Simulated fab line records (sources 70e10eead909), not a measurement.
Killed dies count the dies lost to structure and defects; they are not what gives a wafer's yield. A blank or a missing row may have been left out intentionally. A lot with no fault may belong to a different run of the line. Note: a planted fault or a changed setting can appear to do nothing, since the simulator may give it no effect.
What tool caused it? | flow nand-harc | 33 wafers from 11 lots sampled at 4 of the route's 1302 steps

WHAT THE GAUGES READ, wafer by wafer
NHARC_P_GATE_CD_MEAS_59: the cd target is 720 nm.
lot  | measured     | on        | cd-nm (nm)
L281 | day 6 01:47  | cd-sem-01 | 723.1 722.1 721.3
L282 | day 6 15:48  | cd-sem-01 | 719.7 719.9 720.4
L285 | day 7 18:59  | cd-sem-01 | 714.4 714.9 716.2
L286 | day 7 19:40  | cd-sem-03 | 719.4 721.0 719.1
L289 | day 9 05:41  | cd-sem-01 | 720.4 720.1 721.9
L291 | day 10 08:29 | cd-sem-03 | 711.3 711.6 712.8
L292 | day 10 17:49 | cd-sem-01 | 718.8 717.9 718.6
L294 | day 11 22:40 | cd-sem-02 | 711.7 711.6 712.3
L300 | day 14 02:39 | cd-sem-02 | 721.6 723.2 724.5
L302 | day 14 14:17 | cd-sem-02 | 722.1 720.8 719.8
L303 | day 15 02:08 | cd-sem-02 | 720.4 720.7 720.7

WHICH TOOL RAN EACH LOT (tool, then ch and the chambers of the sampled wafers, then the start)
lot  | NHARC_P_GATE_STRIP_108             | NHARC_P_GATE_STRIP_75                | NHARC_P_GATE_PEB_57
L281 | rie-diel-06 ch 1,2,3, day 5 12:52  | plasma-asher-01 ch 0,1, day 6 00:50  | litho-track-07 ch 0, day 6 01:42
L282 | rie-diel-03 ch 1,2,3, day 6 02:51  | plasma-asher-02 ch 0,1, day 6 14:52  | litho-track-02 ch 0, day 6 15:43
L285 | rie-diel-06 ch 0,1,2, day 7 06:04  | plasma-asher-01 ch 1, day 7 18:04    | litho-track-05 ch 0, day 7 18:54
L286 | rie-diel-03 ch 1,3, day 7 06:49    | plasma-asher-02 ch 0,1, day 7 18:45  | litho-track-02 ch 0, day 7 19:34
L289 | rie-diel-10 ch 1,2, day 8 16:47    | plasma-asher-02 ch 0,1, day 9 04:47  | litho-track-07 ch 0, day 9 05:36
L291 | rie-diel-03 ch 0,2, day 9 19:47    | plasma-asher-02 ch 1, day 10 07:40   | litho-track-02 ch 0, day 10 08:23
L292 | rie-diel-10 ch 0,3, day 10 05:05   | plasma-asher-02 ch 0,1, day 10 16:53 | litho-track-05 ch 0, day 10 17:44
L294 | rie-diel-03 ch 0,2,3, day 11 09:18 | plasma-asher-01 ch 0,1, day 11 21:53 | litho-track-02 ch 0, day 11 22:35
L300 | rie-diel-10 ch 0,2,3, day 13 13:56 | plasma-asher-01 ch 0,1, day 14 01:50 | litho-track-07 ch 0, day 14 02:33
L302 | rie-diel-03 ch 1,2,3, day 14 01:36 | plasma-asher-01 ch 0,1, day 14 13:23 | litho-track-02 ch 0, day 14 14:12
L303 | rie-diel-10 ch 1,2,3, day 14 13:23 | plasma-asher-02 ch 0,1, day 15 01:20 | litho-track-02 ch 0, day 15 02:02
- NHARC_P_GATE_STRIP_108: strips in O2.
- NHARC_P_GATE_STRIP_75: strips in O2.
- NHARC_P_GATE_PEB_57: peb time 85 s.

WHAT THE TOOLS THEMSELVES READ (means of the sampled wafers that have a number; where no wafer has one, the mark that the record gives instead)
NHARC_P_GATE_STRIP_108.
lot  | tool        | drypump-motor-current-A (A) | oes-product-au (a.u.) | rf-vpp-V (V) | showerhead-plenum-p-Torr (Torr) | throttle-valve-pct (%)
L281 | rie-diel-06 | 6.1                         | 1.008                 | 57.6         | 3.47                            | 17.038
L282 | rie-diel-03 | 5.3                         | 0.989                 | 58.6         | 3.66                            | 17.039
L285 | rie-diel-06 | 5.9                         | 0.997                 | 57.5         | 3.48                            | 17.036
L286 | rie-diel-03 | 5.8                         | 0.991                 | 58.0         | 3.59                            | 17.039
L289 | rie-diel-10 | 5.8                         | 1.010                 | 57.4         | 3.52                            | 17.044
L291 | rie-diel-03 | 5.0                         | 0.988                 | 58.1         | 3.75                            | 17.036
L292 | rie-diel-10 | 6.1                         | 0.996                 | 57.9         | 3.69                            | 17.036
L294 | rie-diel-03 | 4.9                         | 0.993                 | 59.4         | 3.73                            | 17.040
L300 | rie-diel-10 | 5.9                         | 0.992                 | 58.4         | 3.66                            | 17.034
L302 | rie-diel-03 | 5.3                         | 1.001                 | 58.5         | 3.65                            | 17.034
L303 | rie-diel-10 | 5.7                         | 0.999                 | 58.0         | 3.57                            | 17.034

NHARC_P_GATE_STRIP_75.
lot  | tool            | drypump-motor-current-A (A) | heater-power-w (W)
L281 | plasma-asher-01 | 5.30                        | 347
L282 | plasma-asher-02 | 5.42                        | 360
L285 | plasma-asher-01 | 5.23                        | 332
L286 | plasma-asher-02 | 5.44                        | 366
L289 | plasma-asher-02 | 5.45                        | 369
L291 | plasma-asher-02 | 5.47                        | 356
L292 | plasma-asher-02 | 5.45                        | 363
L294 | plasma-asher-01 | 5.30                        | 342
L300 | plasma-asher-01 | 5.25                        | 330
L302 | plasma-asher-01 | 5.29                        | 344
L303 | plasma-asher-02 | 5.47                        | 352

NHARC_P_GATE_PEB_57.
lot  | tool           | heater-power-total-W (W) | plate-temp-C (C)
L281 | litho-track-07 | 164.04                   | 117.77
L282 | litho-track-02 | 164.24                   | 118.19
L285 | litho-track-05 | 164.04                   | 117.95
L286 | litho-track-02 | 163.87                   | 117.84
L289 | litho-track-07 | 163.76                   | 117.94
L291 | litho-track-02 | 156.62                   | 113.78
L292 | litho-track-05 | 163.84                   | 117.98
L294 | litho-track-02 | 156.74                   | 113.72
L300 | litho-track-07 | 164.08                   | 117.98
L302 | litho-track-02 | 163.96                   | 118.00
L303 | litho-track-02 | 164.03                   | 117.95

THE ANSWER, worked out from the rows above alone
Rule: usual is defined by the lots themselves. The widest of any qualifying gaps counts: lots, ordered by their means at a reading, are off when they make up no more than a third of the lots, leave a main group of 4 or more, and stand apart from it by 3 or more times the standard deviation of that group's means. A main group is skipped when, at the precision printed for the reading in the tables above, its means are all equal. A lot without any number at a reading at which 4 lots or more have one is off too. Where the step has rows for the other lots, those lots are counted as sound. After the gauges, taken in route order, come the tools' own readings; for these a lot's mean is taken, as printed above. The first step at which some lot is off is used, and at that step the reading that is off furthest; a lot without a number counts as furthest.
Off, at NHARC_P_GATE_PEB_57 on heater-power-total-W: L291, L294. Mean 163.98 W and standard deviation 0.14 in the main group.
If a tool, at that step or one of the process steps before it, ran each lot that is off and ran no sound lot following the first of them, it fits. Of those tried, none fits.

WHAT HAD BEEN PUT IN BY THE SIMULATOR
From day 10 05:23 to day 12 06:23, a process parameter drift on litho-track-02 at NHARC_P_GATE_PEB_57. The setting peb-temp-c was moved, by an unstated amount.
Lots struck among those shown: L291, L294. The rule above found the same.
